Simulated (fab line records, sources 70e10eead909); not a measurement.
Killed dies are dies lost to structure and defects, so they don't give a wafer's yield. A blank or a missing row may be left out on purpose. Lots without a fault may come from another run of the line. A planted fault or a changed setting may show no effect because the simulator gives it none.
Which tool did it? | flow nand_harc | 12 lots, 36 wafers sampled, at 5 steps of a route of 1159

WHAT THE GAUGES READ, wafer by wafer
NHARC_END_SORT_01.
lot  | measured     | on        | killed_at_array | killed_at_other | killed_at_periphery | killed_dies | killed_open | killed_short
L456 | day 22 03:23 | prober-02 | 43              | 0               | 3                   | 46          | 2           | 2

WHICH TOOL RAN EACH LOT (tool, then ch and the chambers of the sampled wafers, then the start)
lot  | NHARC_A_CONTACT_STRIP_26                      | NHARC_A_CONTACT_ALD_18              | NHARC_A_BLC_STRIP_29               | NHARC_A_BLC_CMP_25
L443 | rie_diel-02 ch 0,1,3, day 17 05:38 or earlier | ald_metal-02 ch 0,1,2, day 17 05:38 | rie_diel-07 ch 0,2,3, day 17 16:58 | cmp-01 ch 0,1,2, day 17 22:43
L444 | rie_diel-05 ch 0,1,3, day 17 08:21 or earlier | ald_metal-04 ch 0,1,3, day 17 08:21 | rie_diel-11 ch 0,3, day 17 17:49   | cmp-02 ch 0,2, day 17 22:55
L449 | rie_diel-02 ch 0,2,3, day 18 12:29 or earlier | ald_metal-04 ch 0,1, day 18 12:29   | rie_diel-11 ch 0,2, day 18 15:36   | cmp-01 ch 0,2,3, day 18 17:08
L452 | rie_diel-02 ch 1,2,3, day 19 05:05 or earlier | ald_metal-01 ch 1,3, day 19 05:05   | rie_diel-07 ch 2,3, day 19 15:52   | cmp-01 ch 0,1,2, day 19 17:31
L453 | rie_diel-13 ch 1,3, day 19 13:49 or earlier   | ald_metal-01 ch 0,2,3, day 19 13:49 | rie_diel-11 ch 0,1, day 19 17:52   | cmp-01 ch 0,2, day 19 19:22
L456 | rie_diel-05 ch 1,2,3, day 19 19:16 or earlier | ald_metal-02 ch 0,1, day 19 19:16   | rie_diel-07 ch 0,1,2, day 19 22:40 | cmp-01 ch 0,2,3, day 20 06:29
L461 | rie_diel-05 ch 1,3, day 21 01:35 or earlier   | ald_metal-02 ch 0,2, day 21 01:35   | rie_diel-07 ch 0,1,2, day 21 04:41 | cmp-02 ch 0,1,3, day 21 13:34
L460 | rie_diel-02 ch 0,2,3, day 21 06:26 or earlier | ald_metal-04 ch 0,1,3, day 21 06:26 | rie_diel-07 ch 1,2, day 21 16:24   | cmp-03 ch 0,3, day 21 22:05
L462 | rie_diel-05 ch 0,2,3, day 21 17:38 or earlier | ald_metal-02 ch 1,3, day 21 17:38   | rie_diel-07 ch 0,2,3, day 22 00:53 | cmp-02 ch 0,3, day 22 07:02
L464 | rie_diel-02 ch 2,3, day 22 14:21 or earlier   | ald_metal-04 ch 2,3, day 22 14:21   | rie_diel-07 ch 0,1,3, day 22 17:40 | cmp-03 ch 0,1, day 22 19:26
L465 | rie_diel-13 ch 0,3, day 22 19:27 or earlier   | ald_metal-04 ch 2,3, day 22 19:27   | rie_diel-07 ch 0,2, day 23 01:04   | cmp-01 ch 1,2,3, day 23 07:23
L463 | rie_diel-02 ch 0,2,3, day 22 22:38 or earlier | ald_metal-01 ch 0,3, day 22 22:38   | rie_diel-07 ch 2,3, day 23 06:16   | cmp-03 ch 0,3, day 23 11:25
- NHARC_A_CONTACT_STRIP_26: strips in O2.
- NHARC_A_CONTACT_ALD_18: deposits TiN, target thk 3 nm, pulse time 1 s, ald cycles 150.
- NHARC_A_BLC_STRIP_29: strips in CF4.
- NHARC_A_BLC_CMP_25: polishes, t overpolish 30 s, target thk 150 nm.

WHAT THE TOOLS THEMSELVES READ (means of the sampled wafers that have a number; where no wafer has one, the mark that the record gives instead)
NHARC_A_CONTACT_STRIP_26.
lot  | tool        | chamber_pressure_mTorr (mTorr) | drypump_motor_current_A (A) | oes_product_au (a.u.) | rf_vpp_V (V) | showerhead_plenum_p_Torr (Torr) | throttle_valve_pct (%)
L443 | rie_diel-02 | 60.04                          | 6.1                         | 1.009                 | 57.9         | 3.47                            | 17.033
L444 | rie_diel-05 | 60.05                          | 5.6                         | 0.992                 | 57.0         | 3.43                            | 17.030
L449 | rie_diel-02 | 59.97                          | 5.9                         | 1.005                 | 58.0         | 3.51                            | 17.038
L452 | rie_diel-02 | 60.03                          | 5.8                         | 1.010                 | 58.3         | 3.58                            | 17.045
L453 | rie_diel-13 | 60.01                          | 5.7                         | 1.001                 | 58.7         | 3.54                            | 17.034
L456 | rie_diel-05 | 60.08                          | 5.8                         | 0.994                 | 57.8         | 3.44                            | 17.033
L461 | rie_diel-05 | 60.00                          | 5.4                         | 0.990                 | 56.7         | 3.42                            | 17.028
L460 | rie_diel-02 | 60.02                          | 5.9                         | 1.021                 | 57.9         | 3.50                            | 17.038
L462 | rie_diel-05 | 60.01                          | 6.0                         | 0.995                 | 58.1         | 3.43                            | 17.027
L464 | rie_diel-02 | 60.00                          | 5.6                         | 1.014                 | 58.0         | 3.61                            | 17.032
L465 | rie_diel-13 | 60.00                          | 5.3                         | 0.998                 | 57.5         | 3.40                            | 17.039
L463 | rie_diel-02 | 60.01                          | 5.9                         | 1.017                 | 57.6         | 3.67                            | 17.043

NHARC_A_CONTACT_ALD_18.
lot  | tool         | heater_power_outer_w (W) | heater_power_w (W) | precursor_pulse_height_rel | susceptor_temp_C (C)
L443 | ald_metal-02 | 775                      | 1234               | 1.030                      | 449.96
L444 | ald_metal-04 | 683                      | 1079               | 1.008                      | 450.18
L449 | ald_metal-04 | 631                      | 1021               | 0.971                      | 449.97
L452 | ald_metal-01 | 674                      | 1107               | 1.000                      | 450.02
L453 | ald_metal-01 | 680                      | 1079               | 1.005                      | 449.82
L456 | ald_metal-02 | 748                      | 1182               | 1.013                      | 450.16
L461 | ald_metal-02 | 729                      | 1177               | 0.990                      | 449.94
L460 | ald_metal-04 | 635                      | 1013               | 1.012                      | 450.14
L462 | ald_metal-02 | 723                      | 1097               | 1.006                      | 450.07
L464 | ald_metal-04 | 729                      | 1121               | 1.017                      | 450.04
L465 | ald_metal-04 | 768                      | 1185               | 1.006                      | 449.70
L463 | ald_metal-01 | 703                      | 1152               | 1.013                      | 449.74

NHARC_A_BLC_STRIP_29.
lot  | tool        | cf4_flow_sccm (sccm) | drypump_motor_current_A (A) | oes_product_au (a.u.) | rf_vpp_V (V) | showerhead_plenum_p_Torr (Torr) | throttle_valve_pct (%)
L443 | rie_diel-07 | 150.1                | 5.6                         | 1.005                 | 59.0         | 1.78                            | 13.276
L444 | rie_diel-11 | 149.8                | 6.3                         | 0.985                 | 59.0         | 1.71                            | 13.292
L449 | rie_diel-11 | 150.2                | 6.1                         | 0.991                 | 59.4         | 1.77                            | 13.277
L452 | rie_diel-07 | -                    | -                           | -                     | -            | -                               | -
L453 | rie_diel-11 | -                    | -                           | -                     | -            | -                               | -
L456 | rie_diel-07 | -                    | -                           | -                     | -            | -                               | -
L461 | rie_diel-07 | 149.8                | 5.5                         | 0.996                 | 58.9         | 1.75                            | 13.284
L460 | rie_diel-07 | 149.4                | 5.1                         | 1.014                 | 58.7         | 1.69                            | 13.288
L462 | rie_diel-07 | 150.2                | 5.7                         | 0.999                 | 59.3         | 1.78                            | 13.291
L464 | rie_diel-07 | 149.9                | 5.5                         | 0.999                 | 59.2         | 1.77                            | 13.280
L465 | rie_diel-07 | 150.0                | 6.0                         | 1.002                 | 59.3         | 1.80                            | 13.283
L463 | rie_diel-07 | 150.0                | 5.3                         | 0.991                 | 59.4         | 1.74                            | 13.290

NHARC_A_BLC_CMP_25.
lot  | tool   | motor_current_A (A) | overpolish_run_s (s) | time_to_endpoint_s (s)
L443 | cmp-01 | 12.3                | 29.989               | 28.7
L444 | cmp-02 | 12.2                | 30.003               | 27.9
L449 | cmp-01 | 11.5                | 30.009               | 27.0
L452 | cmp-01 | 11.6                | 29.997               | 30.2
L453 | cmp-01 | 11.4                | 30.003               | 30.7
L456 | cmp-01 | 11.8                | 30.009               | 26.8
L461 | cmp-02 | 11.9                | 30.002               | 28.4
L460 | cmp-03 | 11.6                | 30.012               | 31.3
L462 | cmp-02 | 11.8                | 30.002               | 27.1
L464 | cmp-03 | 10.6                | 29.997               | 29.4
L465 | cmp-01 | 11.9                | 30.000               | 29.1
L463 | cmp-03 | 11.4                | 29.996               | 29.4

THE ANSWER, worked out from the rows above alone
Rule: what is usual is taken from the lots themselves. Put in order of their means at a reading, lots are off if they are a third of the lots or fewer, leave a main group of 4 or more, and stand apart from it by a gap of 3 or more times the standard deviation of the main group's means; of several such gaps the widest counts. A main group whose means are all the same, to the digits that the tables above print for the reading, isn't used. A lot without any number at a reading at which 4 lots or more have one is off too. The other lots that the step has rows for count as sound. The gauges are gone through in route order, then the tools' own readings, and for those a lot's mean is taken as printed above. The first step at which some lot is off is used, and at that step the reading that is off furthest; a lot without a number counts as furthest.
Off: L452, L453, L456, at NHARC_A_BLC_STRIP_29 (cf4_flow_sccm). Without a number there: L452, L453, L456. The main group: mean 149.9 sccm, standard deviation 0.24.
A tool fits if, at that step or a process step before it, it ran every lot that is off, and no sound lot after the first of them. NHARC_A_CONTACT_STRIP_26 gives no start for some lots, so the hours and the order of its lots are those of NHARC_A_CONTACT_ALD_18. None of those tried fits.

WHAT THE SIMULATOR HAD PUT IN
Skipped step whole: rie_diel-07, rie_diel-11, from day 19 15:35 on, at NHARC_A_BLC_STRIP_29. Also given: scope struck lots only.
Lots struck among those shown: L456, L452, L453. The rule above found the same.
